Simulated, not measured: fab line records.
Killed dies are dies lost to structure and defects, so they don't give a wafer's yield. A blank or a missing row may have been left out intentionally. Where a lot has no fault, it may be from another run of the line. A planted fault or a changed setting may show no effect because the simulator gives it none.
Split-lot study ; flow n5-finfet ; 21 wafers read across 7 lots, on a route 1938 steps long

== THE SPLIT ==
At N5_MIM_BOT_SPUTTER_00 (material TiN, target thk 35 nm, time 89.7 s), the setting time-s was moved away from the recipe's 89.7 s on 5 of the 21 wafers read, by +5.1% to +12.4%. This setting was run at the recipe's value on the other wafers.

Reading taken at the split's own step.

== THE READING ==
TiN_of_MIM_BOT_SPUTTER_00.thk-nm (the simulator's own value, which no gauge read), in nm, at N5_MIM_BOT_SPUTTER_00 (material TiN, target thk 35 nm, time 89.7 s). The file gives no usual value for it. Average 35.0 nm, standard deviation 0.23 nm, over the 16 wafers here run with the recipe.

wafer;tool, chamber at the split;time-s as run, s;against the recipe;TiN_of_MIM_BOT_SPUTTER_00.thk-nm, nm;against lot-mates on the recipe
L075.3;pvd-sputter-01, -;100.8;+12.4%;39;+4.0
L075.5;pvd-sputter-01, -;89.7;recipe;35;-
L075.6;pvd-sputter-01, -;100.8;+12.4%;39.2;+4.2
L085.1;pvd-sputter-03, -;99.98;+11.5%;39;+4.2
L085.5;pvd-sputter-03, -;89.7;recipe;34.6;-
L085.6;pvd-sputter-03, -;89.7;recipe;35;-
L089.1;pvd-sputter-02, -;89.7;recipe;35;-
L089.4;pvd-sputter-02, -;89.7;recipe;35;-
L089.6;pvd-sputter-02, -;89.7;recipe;35;-
L088.2;pvd-sputter-03, -;89.7;recipe;35;-
L088.4;pvd-sputter-03, -;89.7;recipe;35;-
L088.6;pvd-sputter-03, -;89.7;recipe;35.2;-
L093.1;pvd-sputter-01, -;89.7;recipe;34.8;-
L093.3;pvd-sputter-01, -;89.7;recipe;34.4;-
L093.6;pvd-sputter-01, -;89.7;recipe;34.6;-
L096.2;pvd-sputter-01, -;94.26;+5.1%;36.8;+1.8
L096.3;pvd-sputter-01, -;94.26;+5.1%;36.4;+1.4
L096.6;pvd-sputter-01, -;89.7;recipe;35;-
L095.2;pvd-sputter-03, -;89.7;recipe;35.2;-
L095.5;pvd-sputter-03, -;89.7;recipe;35.2;-
L095.6;pvd-sputter-03, -;89.7;recipe;35.2;-

THE FIT
A straight line over all 21 wafers: TiN_of_MIM_BOT_SPUTTER_00.thk-nm changes by +0.339 nm for each +1% of time-s; r = +0.99; the points scatter about the line by 0.23 nm.
The same after taking each lot's own level away (the mean of its wafers on the recipe; 21 wafers): +0.34 nm for each +1%; r = +1.00; scatter 0.15 nm.
According to that fit, moving time-s by its largest amount changes the reading by 4.2 nm.
The span of the lots' own levels, 34.60 to 35.20 nm, comes to 2.6 times the standard deviation stated above.
Consequently the slope shifts little with the lot-to-lot level, the two slopes agreeing.
Check: for one of the wafers moved furthest among these (+12.4%), held out of the fit, the line's prediction against its lot-mates is +4.29 nm. Against them it came out at +4 nm.

== FURTHER SPLITS ON THESE WAFERS ==
These wafers also went through other splits before the reading. Each is held against what the fit with the lots' levels taken away leaves over:
other split on the same wafers;wafers away from the commonest value;r with TiN_of_MIM_BOT_SPUTTER_00.thk-nm (lot level and that fit taken away)
N5_BEOL_M13_TRENCH_ETCH_34 time-s;2;+0.00
N5_BEOL_M14_EXPOSE_25 dose-mj;5;+0.10
N5_BEOL_M14_DEVELOP_27 develop-time-s;7;+0.09

== FILE'S OWN FIT ==
TiN_of_MIM_BOT_SPUTTER_00.thk-nm changes by +0.345 nm for each +1% of time-s, r = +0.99.
